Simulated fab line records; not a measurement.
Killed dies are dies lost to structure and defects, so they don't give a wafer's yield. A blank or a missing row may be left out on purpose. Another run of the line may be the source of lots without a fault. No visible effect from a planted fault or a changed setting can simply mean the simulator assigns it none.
Split-lot trial || flow n5 finfet || 21 wafers read across 7 lots, on a route 1938 steps long

SPLIT DETAILS
At N5_BEOL_M6_TRENCH_ETCH_37 (etches SiCOH lowk in C4F6/O2, target depth 94.435 nm, time 31.5 s), the setting time s was moved away from the recipe's 31.5 s on 9 of the 21 wafers read, by -19.1% to +16.6%. This setting was run at the recipe's value on the other wafers.

FROM THE SPLIT TO THE READING: what the file shows between them, 12 steps
- N5_BEOL_M6_ETCH_41: etches SiCN in CH3F/O2, target depth 29.7 nm, time 52 s
- N5_BEOL_M6_STRIP_80: strips in N2/H2, time 10 s
- N5_BEOL_M6_OCD_MEAS_38
- N5_BEOL_M6_ALD_77: deposits TaN, target thk 2 nm, pulse time 2 s, purge time 3 s (also split here: ald cycles)
- N5_BEOL_M6_SURFACE_TREAT_79
- N5_BEOL_M6_CVD_78: deposits Co from CCTBA/H2, target thk 2 nm, time 142.3 s
- N5_BEOL_M6_ECD_50: material Cu, target thk 300 nm
- N5_BEOL_M6_ANNEAL_51: time 90 s
- N5_BEOL_M6_CMP_52: polishes, stops on SiCOH lowk, t overpolish 6.9 s, target thk 80 nm
- N5_BEOL_M6_THK_MEAS_53: measures by xrf
- N5_BEOL_M6_PRE_CLEAN_55: time 15 s
- N5_BEOL_M6_DEP_56: deposits SiCN from 3MS/NH3, target thk 10 nm, time 17.5 s

THE READING
Measured at N5_BEOL_M6_RS_MEAS_57 by four-point probe: M6_RS, in ohm/sq. Fault-free wafers of this fab line usually give 0.285 ohm/sq, standard deviation 0.0093 ohm/sq.

{"wafer": "L079.2", "tool, chamber at the split": "rie diel-05, 0", "time s as run, s": 31.5, "against the recipe": "recipe", "M6_RS, ohm/sq": 0.290, "against lot-mates on the recipe": "-"}
{"wafer": "L079.3", "tool, chamber at the split": "rie diel-05, 3", "time s as run, s": 31.5, "against the recipe": "recipe", "M6_RS, ohm/sq": 0.277, "against lot-mates on the recipe": "-"}
{"wafer": "L079.5", "tool, chamber at the split": "rie diel-05, 0", "time s as run, s": 36.73, "against the recipe": "+16.6%", "M6_RS, ohm/sq": 0.237, "against lot-mates on the recipe": -0.046}
{"wafer": "L078.1", "tool, chamber at the split": "rie diel-04, 1", "time s as run, s": 25.49, "against the recipe": "-19.1%", "M6_RS, ohm/sq": 0.383, "against lot-mates on the recipe": "+0.099"}
{"wafer": "L078.3", "tool, chamber at the split": "rie diel-04, 0", "time s as run, s": 31.5, "against the recipe": "recipe", "M6_RS, ohm/sq": 0.289, "against lot-mates on the recipe": "-"}
{"wafer": "L078.6", "tool, chamber at the split": "rie diel-04, 0", "time s as run, s": 31.5, "against the recipe": "recipe", "M6_RS, ohm/sq": 0.279, "against lot-mates on the recipe": "-"}
{"wafer": "L082.2", "tool, chamber at the split": "rie diel-04, 3", "time s as run, s": 31.5, "against the recipe": "recipe", "M6_RS, ohm/sq": 0.286, "against lot-mates on the recipe": "-"}
{"wafer": "L082.3", "tool, chamber at the split": "rie diel-04, 0", "time s as run, s": 27.14, "against the recipe": "-13.8%", "M6_RS, ohm/sq": 0.368, "against lot-mates on the recipe": "+0.082"}
{"wafer": "L082.4", "tool, chamber at the split": "rie diel-04, 1", "time s as run, s": 27.14, "against the recipe": "-13.8%", "M6_RS, ohm/sq": 0.353, "against lot-mates on the recipe": "+0.067"}
{"wafer": "L091.1", "tool, chamber at the split": "rie diel-04, 3", "time s as run, s": 31.5, "against the recipe": "recipe", "M6_RS, ohm/sq": 0.283, "against lot-mates on the recipe": "-"}
{"wafer": "L091.2", "tool, chamber at the split": "rie diel-04, 1", "time s as run, s": 31.5, "against the recipe": "recipe", "M6_RS, ohm/sq": 0.290, "against lot-mates on the recipe": "-"}
{"wafer": "L091.6", "tool, chamber at the split": "rie diel-04, 2", "time s as run, s": 31.5, "against the recipe": "recipe", "M6_RS, ohm/sq": 0.293, "against lot-mates on the recipe": "-"}
{"wafer": "L094.1", "tool, chamber at the split": "rie diel-06, 3", "time s as run, s": 29, "against the recipe": "-7.9%", "M6_RS, ohm/sq": 0.317, "against lot-mates on the recipe": "+0.034"}
{"wafer": "L094.4", "tool, chamber at the split": "rie diel-06, 0", "time s as run, s": 31.5, "against the recipe": "recipe", "M6_RS, ohm/sq": 0.281, "against lot-mates on the recipe": "-"}
{"wafer": "L094.5", "tool, chamber at the split": "rie diel-06, 0", "time s as run, s": 31.5, "against the recipe": "recipe", "M6_RS, ohm/sq": 0.285, "against lot-mates on the recipe": "-"}
{"wafer": "L095.1", "tool, chamber at the split": "rie diel-05, 2", "time s as run, s": 31.5, "against the recipe": "recipe", "M6_RS, ohm/sq": 0.291, "against lot-mates on the recipe": "-"}
{"wafer": "L095.2", "tool, chamber at the split": "rie diel-05, 0", "time s as run, s": 34.04, "against the recipe": "+8.1%", "M6_RS, ohm/sq": 0.267, "against lot-mates on the recipe": -0.024}
{"wafer": "L095.6", "tool, chamber at the split": "rie diel-05, 3", "time s as run, s": 34.04, "against the recipe": "+8.1%", "M6_RS, ohm/sq": 0.251, "against lot-mates on the recipe": -0.040}
{"wafer": "L097.2", "tool, chamber at the split": "rie diel-06, 3", "time s as run, s": 34.97, "against the recipe": "+11.0%", "M6_RS, ohm/sq": 0.246, "against lot-mates on the recipe": -0.042}
{"wafer": "L097.4", "tool, chamber at the split": "rie diel-06, 1", "time s as run, s": 31.5, "against the recipe": "recipe", "M6_RS, ohm/sq": 0.288, "against lot-mates on the recipe": "-"}
{"wafer": "L097.5", "tool, chamber at the split": "rie diel-06, 0", "time s as run, s": 34.97, "against the recipe": "+11.0%", "M6_RS, ohm/sq": 0.245, "against lot-mates on the recipe": -0.043}

THE FIT
A straight line over all 21 wafers: M6_RS changes by -0.00432 ohm/sq for each +1% of time s; r = -0.97; the points scatter about the line by 0.0089 ohm/sq.
The same after taking each lot's own level away (the mean of its wafers on the recipe; 21 wafers): -0.00442 ohm/sq for each +1%; r = -0.98; scatter 0.0088 ohm/sq.
The reading moves by 0.084 ohm/sq for the largest change in time s, on that fit.
Measured against the standard deviation above, the lots' own levels, which go from 0.2830 to 0.2910 ohm/sq, span 0.9 times it.
The two slopes agree, so the slope changes little with the lot-to-lot level.
Check: with one of the wafers moved furthest among these (-19.1%) left out of the fit, the line predicts +0.084 ohm/sq for it against its lot-mates. It came out at +0.099 ohm/sq against them.

THESE WAFERS: OTHER SPLITS
Before the reading, these wafers also passed through other splits. Each is held against what the fit with the lots' levels taken away leaves over:
{"other split on the same wafers": "N5_BEOL_M5_EXPOSE_25 dose mj", "wafers away from the commonest value": 8, "r with M6_RS (lot level and that fit taken away)": -0.25}
{"other split on the same wafers": "N5_BEOL_M6_ALD_77 ald cycles", "wafers away from the commonest value": 10, "r with M6_RS (lot level and that fit taken away)": "+0.03"}

THE WHOLE CHAIN: every reading that the file lists as answering this split, in the file's order
{"step": "N5_BEOL_M6_TRENCH_ETCH_37", "what it does": "etches SiCOH lowk in C4F6/O2, target depth 94.435 nm, time 31.5 s", "reading": "etch.depth nm (the simulator's own value, which no gauge read)", "change (the file's fit)": "+0.924 nm for each +1% of the setting", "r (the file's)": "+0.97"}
{"step": "N5_BEOL_M6_TRENCH_ETCH_37", "what it does": "etches SiCOH lowk in C4F6/O2, target depth 94.435 nm, time 31.5 s", "reading": "BEOL_M6.feature depth nm (the simulator's own value, which no gauge read)", "change (the file's fit)": "+0.924 nm for each +1% of the setting", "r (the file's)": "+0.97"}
{"step": "N5_BEOL_M6_OCD_MEAS_38", "what it does": "", "reading": "trench depth nm", "change (the file's fit)": "+0.93 nm for each +1% of the setting", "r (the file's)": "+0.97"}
{"step": "N5_BEOL_M6_CMP_52", "what it does": "polishes, stops on SiCOH lowk, t overpolish 6.9 s, target thk 80 nm", "reading": "Cu_of_BEOL_M6_ECD_50.thk nm (the simulator's own value, which no gauge read)", "change (the file's fit)": "+0.933 nm for each +1% of the setting", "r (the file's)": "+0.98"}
{"step": "N5_BEOL_M6_THK_MEAS_53", "what it does": "measures by xrf", "reading": "M6_THK", "change (the file's fit)": "+0.942 for each +1% of the setting", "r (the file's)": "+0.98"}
{"step": "N5_BEOL_M6_RS_MEAS_57", "what it does": "measures by four-point-probe", "reading": "M6_RS", "change (the file's fit)": "-0.00433 for each +1% of the setting", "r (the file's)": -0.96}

FILE'S OWN FIT
M6_RS changes by -0.00433 ohm/sq for each +1% of time s, r = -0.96.
